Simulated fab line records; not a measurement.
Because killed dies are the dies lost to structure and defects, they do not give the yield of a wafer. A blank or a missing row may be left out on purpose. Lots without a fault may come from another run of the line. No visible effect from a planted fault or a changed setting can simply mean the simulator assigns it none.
fab line records | flow n5Finfet
record lots=9 wafers=22 lastDay=17
route steps=1938 shown BEOL_M4@1111 BEOL_M8@1336 PASSIVATION@1936
lots with no fault: from the same line, run without faults
startH: hours from the record's first day to the start of the lot's first wafer shown | waitH: hours since the lot's step before | " same as the row above | L1.1+2: one row covering several wafers at once | - value missing, or start not given | * or withheld: withheld | < > ~ a bound
route shown NAME@n: a module of which the file shows steps, and the number in the route of the first | usual: mean and standard deviation over wafers with no fault | same: alike in all rows | chamber/n: place in a boat | sites: the reading at each site | _std_site: their standard deviation | _edge_site: the outer-site mean with the inner-site mean subtracted | radiusMm: how far each site lies from the wafer's centre | mask NAME#n: copy n | behind: the last tool/chamber to shape the wafer | hold: why the lot went on hold/how many hours it stayed there/how the hold came to an end | device: names the non-switching transistor (n, p or np) | end of line: at the end of the route, the tests of the same wafers | a step without rows: its recipe alone | killed: the dies lost at the first sort to structure and to defects; this is not the yield of the wafer | map: per-die view of a wafer (x killed, . not killed, _ where there is no die)
set.NAME: the run value of the setting; set.NAME@STEP: its run value at that earlier step | model.NAME: the simulator's own value behind a step, which no gauge read
one table for each step of the route and one row for each wafer, over a sample of lots
services: when a tool's chamber went out of use (startH, in hours from the record's first day, below 0 if earlier), for how many hours, and the reason
## steps
# step N5_BEOL_M4_RC_MEAS_101
# usual DIBL_N=36.9/2.1 DIBL_P=37.1/2.5 IOFF_N=0.17/0.039 IOFF_P=0.23/0.043 ION_N=673/15 ION_P=462/9.1 SS_N=71.8/0.69 SS_P=73.6/0.74 VT_N=250/3.6 VT_P=-249.7/2.9
# columns lot.wafer tool chamber startH waitH DIBL_N[mV/V] DIBL_P[mV/V] IOFF_N[nA/um] IOFF_P[nA/um] ION_N[uA/um] ION_P[uA/um] SS_N[mV/dec] SS_P[mV/dec] VT_N[mV] VT_P[mV]
L152.1 prober-01 0 185.58 0.0 37.9 37.0 0.18 0.19 674 447 71.8 73.2 248 -249.9
L152.3 " 0 " " 39.5 40.3 0.22 0.23 687 456 71.9 74.3 247 -250.1
L152.5 " 0 " " 37.5 36.5 0.16 0.17 664 444 72.2 73.8 253 -252.8
L157.1 prober-01 0 195.75 0.0 38.2 38.3 0.17 0.27 664 468 71.4 73.9 247 -245.9
L157.5 " 0 " " 40.7 40.6 0.23 0.31 681 468 72.2 74.6 247 -244.4
L158.2 prober-01 0 198.34 0.2 35.2 34.9 0.13 0.19 657 453 71.6 72.6 254 -252.9
L158.3 " 0 " " 38.6 38.4 0.20 0.26 673 462 71.9 73.9 250 -246.8
L158.6 " 0 " " 39.4 39.8 0.21 0.27 680 467 71.9 73.5 245 -245.6
L160.2 prober-02 0 218.58 0.2 34.7 36.2 0.14 0.21 661 459 71.6 73.8 252 -247.3
L160.4 " 0 " " 37.2 38.4 0.19 0.25 668 466 72.7 74.6 249 -244.8
L164.4 prober-02 0 242.76 0.5 37.6 40.2 0.22 0.29 682 468 72.4 73.5 249 -247.1
L164.5 " 0 " " 35.9 36.7 0.16 0.21 663 455 72.2 73.3 254 -252.4
L171.2 prober-01 0 284.13 0.2 40.9 43.4 0.28 0.34 707 486 74.2 75.1 243 -244.5
L171.3 " 0 " " 39.5 40.8 0.22 0.28 682 456 73.1 75.3 244 -247.6
L173.2 prober-01 0 299.57 0.2 35.2 35.2 0.16 0.24 658 459 71.6 73.2 249 -246.8
L173.4 " 0 " " 33.2 32.6 0.13 0.19 666 464 71.5 72.3 252 -248.8
L173.5 " 0 " " 35.0 34.3 0.17 0.21 649 453 72.1 72.9 250 -248.8
L174.1 prober-02 0 302.10 0.0 37.3 35.9 0.17 0.21 681 462 72.1 73.4 248 -250.6
L174.4 " 0 " " 33.3 32.1 0.11 0.15 664 455 70.4 72.4 254 -254.1
L174.6 " 0 " " 37.4 37.0 0.19 0.23 700 474 71.9 73.5 245 -250.7
L175.4 prober-01 0 302.64 0.5 34.0 35.0 0.15 0.20 686 473 71.6 73.2 247 -249.2
L175.6 " 0 " " 39.7 42.6 0.27 0.35 712 485 73.2 75.6 242 -245.4
# step N5_BEOL_M8_HM_DEP_02
# recipe material=TiN targetThkA=200 tempC=25 chamberPressurePa=0.49996
# usual susceptorTempC=25.01/0.099 throttleValvePct=29.5/0.91
# columns lot.wafer tool chamber startH waitH susceptorTempC throttleValvePct
L152.1 pvdSputter-01 - 223.20 1.5 24.94 30.1
L152.3 " - " " 25.01 29.5
L152.5 " - " " 24.99 27.5
L157.1 pvdSputter-01 - 224.92 0.1 25.05 27.7
L157.5 " - " " 25.06 29.6
L158.2 pvdSputter-01 - 233.38 2.0 25.02 29.7
L158.3 " - " " 24.91 29.8
L158.6 " - " " 24.89 29.3
L160.2 pvdSputter-01 - 247.81 0.8 25.02 29.8
L160.4 " - " " 24.96 29.4
L164.4 pvdSputter-01 - 273.23 0.8 24.90 29.9
L164.5 " - " " 25.11 29.5
L171.2 pvdSputter-03 - 317.58 2.0 24.86 30.4
L171.3 " - " " 25.10 28.6
L173.2 pvdSputter-03 - 325.29 0.1 25.11 29.7
L173.4 " - " " 24.94 30.4
L173.5 " - " " 25.20 29.9
L175.4 pvdSputter-03 - 331.62 0.4 25.01 29.1
L175.6 " - " " 24.97 30.6
L174.1 pvdSputter-02 - 333.59 1.1 24.98 30.6
L174.4 " - " " 24.96 30.8
L174.6 " - " " 25.13 29.6
# step N5_BEOL_M8_CD_MEAS_18
# recipe pitchNm=80 targetCdNm=40
# usual cdNm=39.6/0.72
# columns lot.wafer tool chamber startH waitH cdNm
L152.1 cdSem-01 - 225.34 0.0 40.2
L152.3 " - " " 38.9
L152.5 " - " " 39.9
L157.1 cdSem-01 - 226.99 0.0 38.5
L157.5 " - " " 38.2
L158.2 cdSem-02 - 235.75 0.1 39.2
L158.3 " - " " 40.1
L158.6 " - " " 39.7
L160.2 cdSem-02 - 248.76 0.1 38.8
L160.4 " - " " 39.2
L164.4 cdSem-02 - 274.48 0.1 38.6
L164.5 " - " " 38.7
L171.2 cdSem-01 - 318.97 0.1 38.7
L171.3 " - " " 40.2
L173.2 cdSem-01 - 326.39 0.1 39.7
L173.4 " - " " 40.5
L173.5 " - " " 38.8
L175.4 cdSem-03 - 332.67 0.1 40.0
L175.6 " - " " 40.3
L174.1 cdSem-02 - 334.51 0.0 40.8
L174.4 " - " " 40.6
L174.6 " - " " 40.6
# step N5_BEOL_M8_OVL_MEAS_29
# recipe pointsPerWafer=522
# usual V7_OVL=-0.2/0.76
# columns lot.wafer tool chamber startH waitH V7_OVL[nm]
L152.1 overlay-02 0 225.80 0.0 -0.1
L152.3 " 0 " " -0.9
L152.5 " 0 " " -0.6
L157.1 overlay-01 0 228.76 0.0 -0.8
L157.5 " 0 " " 0.3
L158.2 overlay-01 0 236.87 0.0 0.5
L158.3 " 0 " " -0.2
L158.6 " 0 " " 0.3
L160.2 overlay-01 0 249.14 0.0 -1.2
L160.4 " 0 " " -0.6
L164.4 overlay-02 0 276.55 0.0 0.2
L164.5 " 0 " " -0.4
L171.2 overlay-02 0 319.37 0.0 -0.5
L171.3 " 0 " " -0.3
L173.2 overlay-01 0 327.70 0.0 -1.1
L173.4 " 0 " " -1.5
L173.5 " 0 " " -1.1
L175.4 overlay-01 0 335.79 0.0 -1.9
L175.6 " 0 " " -1.5
L174.1 overlay-02 0 336.61 0.0 -0.5
L174.4 " 0 " " 0.1
L174.6 " 0 " " -0.4
# step N5_BEOL_M8_VIA_ETCH_34
# recipe chemistry=C4F6/O2 target=SiCOH_lowk targetDepthA=1255 maskMaterial=SOC taperDeg=4 timeS=50.5 ionEnergyEv=250 pressureMtorr=30 sourceW=345 biasW=185 Ar_flow_sccm=300 C4F6_flow_sccm=10 O2_flow_sccm=10
# usual drypumpMotorCurrentA=5.5/0.52 oesProductAu=0.80/0.084 rfFwdPowerW=341.8/1.4 rfVppV=661/18 showerheadPlenumPTorr=2.82/0.066 throttleValvePct=20.95/0.2
# columns lot.wafer tool chamber startH waitH drypumpMotorCurrentA oesProductAu rfFwdPowerW rfHoursCounterH rfVppV showerheadPlenumPTorr throttleValvePct
L152.1 rieDiel-05 0 227.02 0.0 5.9 0.85 343.3 62 656 2.78 21.04
L152.3 " 3 " " 6.1 0.67 342.5 216 662 2.81 21.06
L152.5 " 0 " " 5.9 0.85 342.2 - 656 2.78 21.06
L157.1 rieDiel-03 3 229.71 0.0 5.5 0.95 340.2 3 679 2.88 20.66
L157.5 " 0 " " 6.3 0.94 338.9 - 682 2.83 21.15
L158.2 rieDiel-05 2 237.15 0.0 4.8 0.74 341.7 182 632 2.72 21.02
L158.3 " 0 " " 5.9 0.84 341.7 67 657 2.78 21.05
L158.6 " 1 " " 5.1 0.82 342.5 - 686 2.87 20.70
L160.2 rieDiel-05 0 249.42 0.0 5.9 0.83 342.9 72 656 2.78 21.07
L160.4 " 1 " " 5.1 0.81 341.8 62 685 2.87 20.71
L164.4 rieDiel-05 0 276.93 0.0 5.9 0.83 342.2 81 656 2.77 21.06
L164.5 " 0 " " 5.9 0.48 341.9 - 657 2.77 20.97
L171.2 rieDiel-03 2 320.27 0.0 5.8 0.82 342.4 96 680 2.87 20.76
L171.3 " 1 " " 5.9 0.85 340.5 65 663 2.74 20.73
L173.2 rieDiel-05 1 327.97 0.0 5.1 0.78 343.7 88 686 2.86 20.75
L173.4 " 0 " " 5.9 0.81 344.2 - 658 2.77 21.10
L173.5 " 1 " " 5.1 0.79 343.9 - 687 2.86 20.75
L175.4 rieDiel-05 2 336.18 0.0 4.8 0.70 344.6 - 633 2.71 21.09
L175.6 " 0 " " 5.9 0.81 342.2 - 656 2.77 21.09
L174.1 rieDiel-05 0 336.95 0.0 5.9 0.80 343.1 100 655 2.77 21.10
L174.4 " 0 " " 5.9 0.80 342.5 - 656 2.77 21.10
L174.6 " 1 " " 5.1 0.78 341.7 - 686 2.85 20.76
# step N5_BEOL_M8_OCD_MEAS_38
# usual trenchDepthNm=92.6/2.3
# columns lot.wafer tool chamber startH waitH trenchDepthNm
L152.1 ocd-02 - 227.27 - 95.0
L152.3 " - " " 88.3
L152.5 " - " " 94.5
L157.1 ocd-01 - 229.96 - 92.9
L157.5 " - " " 94.3
L158.2 ocd-01 - 237.40 - 96.7
L158.3 " - " " 94.4
L158.6 " - " " 92.7
L160.2 ocd-02 - 249.68 - 94.2
L160.4 " - " " 92.3
L164.4 ocd-02 - 277.18 - 95.1
L164.5 " - " " 29.5
L171.2 ocd-02 - 320.52 - 93.9
L171.3 " - " " 95.3
L173.2 ocd-01 - 328.22 - 92.3
L173.4 " - " " 94.1
L173.5 " - " " 91.9
L175.4 ocd-02 - 336.41 - 93.2
L175.6 " - " " 93.6
L174.1 ocd-02 - 337.21 - 94.2
L174.4 " - " " 93.5
L174.6 " - " " 92.9
# step N5_BEOL_M8_DEGAS_44
# recipe ambient=vacuum tempC=250 timeS=60
# usual heaterPowerW=325/32 susceptorTempC=249.97/0.18
# columns lot.wafer tool chamber startH waitH heaterPowerW susceptorTempC
L152.1 pvdSputter-03 - 229.58 2.1 350 250.03
L152.3 " - " " 264 249.86
L152.5 " - " " 338 249.80
L157.1 pvdSputter-01 - 232.46 2.2 347 249.97
L157.5 " - " " 330 249.54
L158.2 pvdSputter-01 - 238.27 0.5 340 249.68
L158.3 " - " " 344 250.03
L158.6 " - " " 354 249.82
L160.2 pvdSputter-03 - 250.65 0.6 350 250.50
L160.4 " - " " 339 250.16
L164.4 pvdSputter-02 - 278.04 0.5 362 250.12
L164.5 " - " " 309 250.17
L171.2 pvdSputter-03 - 321.21 0.3 359 250.20
L171.3 " - " " 339 250.06
L173.2 pvdSputter-03 - 328.84 0.2 344 249.99
L173.4 " - " " 336 250.30
L173.5 " - " " 269 249.84
L175.4 pvdSputter-01 - 337.14 0.3 351 249.93
L175.6 " - " " 336 250.14
L174.1 pvdSputter-01 - 338.22 0.8 332 250.03
L174.4 " - " " 270 250.26
L174.6 " - " " 358 250.02
# step N5_BEOL_M8_THK_MEAS_53
# recipe thkMeasGauge=xrf reads=Cu_of_BEOL_M8_ECD_50
# usual M8_THK=80.8/2.8
# columns lot.wafer tool chamber startH waitH M8_THK[nm]
L152.1 filmMetro-01 - 231.02 - 81.7
L152.3 " - " " 76.0
L152.5 " - " " 81.9
L157.1 filmMetro-02 - 234.11 - 81.3
L157.5 " - " " 83.3
L158.2 filmMetro-01 - 240.10 0.3 86.3
L158.3 " - " " 82.0
L158.6 " - " " 82.5
L160.2 filmMetro-02 - 254.17 - 79.8
L160.4 " - " " 81.6
L164.4 filmMetro-02 - 279.53 - 83.9
L164.5 " - " " -
L171.2 filmMetro-02 - 322.70 - 81.7
L171.3 " - " " 83.0
L173.2 filmMetro-02 - 330.67 - 79.5
L173.4 " - " " 84.0
L173.5 " - " " 82.1
L175.4 filmMetro-01 - 339.51 - 81.7
L175.6 " - " " 82.5
L174.1 filmMetro-01 - 340.05 - 81.5
L174.4 " - " " 83.6
L174.6 " - " " 84.3
# step N5_BEOL_M8_RS_MEAS_57
# recipe thkMeasGauge=four-point-probe reads=Cu_of_BEOL_M8_ECD_50+Co_of_BEOL_M8_CVD_78+TaN_of_BEOL_M8_ALD_77
# usual M8_RS=0.289/0.012
# columns lot.wafer tool chamber startH waitH M8_RS[ohm/sq]
L152.1 filmMetro-01 - 231.15 0.1 0.288
L152.3 " - " " 0.312
L152.5 " - " " 0.288
L157.1 filmMetro-01 - 234.24 0.1 0.284
L157.5 " - " " 0.276
L158.2 filmMetro-02 - 240.23 0.1 0.268
L158.3 " - " " 0.282
L158.6 " - " " 0.283
L160.2 filmMetro-02 - 254.30 0.1 0.298
L160.4 " - " " 0.290
L164.4 filmMetro-02 - 279.66 0.0 0.274
L164.5 " - " " -
L171.2 filmMetro-02 - 322.83 0.1 0.283
L171.3 " - " " 0.277
L173.2 filmMetro-02 - 330.80 0.1 0.292
L173.4 " - " " 0.275
L173.5 " - " " 0.284
L175.4 filmMetro-01 - 339.64 0.0 0.285
L175.6 " - " " 0.282
L174.1 filmMetro-02 - 340.18 0.1 0.286
L174.4 " - " " 0.279
L174.6 " - " " 0.275
# step N5_PASSIVATION_PROBE_49
# usual defectLimitedYield=91.3/1.4 killed_at_M0_to_M3=32/9.5 killed_at_M4_up=14/5.2 killedAtContacts=13/5.7 killedAtFrontEnd=41/12 killedAtOther=3.5/2.6 killedDies=103/17 killedOnRim=14/4 killedOpen=68/14 killedShort=32/7 sort_bin_4_leakage=0.01/0.051 sort_bin_5_function=5.0/0.91 sort_bin_6_memory=3.3/0.7 sort_bin_8_speed=0.03/0.22 sortNPass=1076/17 sortYieldPct=91.2/1.4
# same grossDies=1180 killedAtBackSide=0
# columns lot.wafer tool chamber startH waitH defectLimitedYield[%] killed_at_M0_to_M3 killed_at_M4_up killedAtContacts killedAtFrontEnd killedAtOther killedDies killedOnRim killedOpen killedShort sort_bin_4_leakage[%] sort_bin_5_function[%] sort_bin_6_memory[%] sort_bin_8_speed[%] sortNPass sortYieldPct[%]
L164.4 prober-01 - 341.83 0.2 87.7 58 26 11 48 2 145 22 103 41 0 7.5 4.3 0 1035 87.7
L164.5 prober-01 - 341.88 0.2 29.9 41 718 14 53 1 827 139 87 30 0 66.1 3.5 0 353 29.9
# killed by level:class
L164.4 BEOL_M1:geometricParticle:open=14 FIN_SAQP:geometricParticle:open=13 MOL_CONTACT_COAG:geometricParticle:open=11 BEOL_M0_SAQP:geometricParticle:open=10 BEOL_M3:geometricParticle:open=10 GATE_CUT:geometricParticle:short=9 BEOL_M0:geometricParticle:open=7 BEOL_M5:geometricParticle:open=6
L164.5 BEOL_M8:areaOpen=709 BEOL_M1:geometricParticle:open=20 FIN_SAQP:geometricParticle:open=12 MOL_CONTACT_COAG:geometricParticle:open=12 STI_FIN_REVEAL:geometricParticle:open=11 GATE_CUT:geometricParticle:short=11 GATE_CUT:geometricParticle:open=11 BEOL_M0:geometricParticle:open=6
## services
# columns tool chamber startH hours kind
rieDiel-03 3 205.74 - clean
rieDiel-03 3 205.74 - consumableReplace:focusRing
rieDiel-03 3 205.74 18.8 scheduledDown
rieDiel-03 3 205.74 18.8 ventCycle
rieDiel-03 0 218.61 7.7 repair
rieDiel-05 - 229.22 0.1 repair
pvdSputter-02 - 303.66 4.3 repair
rieDiel-05 3 321.96 - clean
rieDiel-05 3 321.96 - consumableReplace:focusRing
rieDiel-05 3 321.96 15.7 scheduledDown
rieDiel-05 3 321.96 15.7 ventCycle
pvdSputter-03 - 332.51 3.0 repair
## key
firstSign step=N5_BEOL_M8_VIA_ETCH_34 reading=oesProductAu direction=down sigmas=3.8 usual=0.80 struck=0.48
effect step=N5_BEOL_M8_OCD_MEAS_38 reading=trenchDepthNm direction=down sigmas=28 usual=92.6 struck=29.5
effect step=N5_BEOL_M8_THK_MEAS_53 reading=M8_THK direction=missing
effect step=N5_BEOL_M8_RS_MEAS_57 reading=M8_RS direction=missing
effect step=N5_PASSIVATION_PROBE_49 reading=killed_at_M4_up direction=up sigmas=99+ usual=14 struck=718
moreKillsBornAt N5_BEOL_M8_HM_OPEN_17@rieMetal-01=709
metAt N5_BEOL_M8_HM_DEP_02
struckLots L164
struckWafers L164.5
laterRowsLeftOut L164.5
notActingAt N5_BEOL_M8_CD_MEAS_18,N5_BEOL_M8_OVL_MEAS_29,N5_BEOL_M8_DEGAS_44
onsetBetween 247.81 273.23
fault kind=processParameterDrift tool=pvdSputter-01 chamber=- onsetH=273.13 steps=N5_BEOL_M8_HM_DEP_02 channel=targetThkA offset=* shape=step endH=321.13 scope=struckWafersOnly actsIn=* stated=*
# laterRowsLeftOut: the simulator's readings of these wafers behind a module that went badly wrong aren't trusted and aren't shown, but for the sort
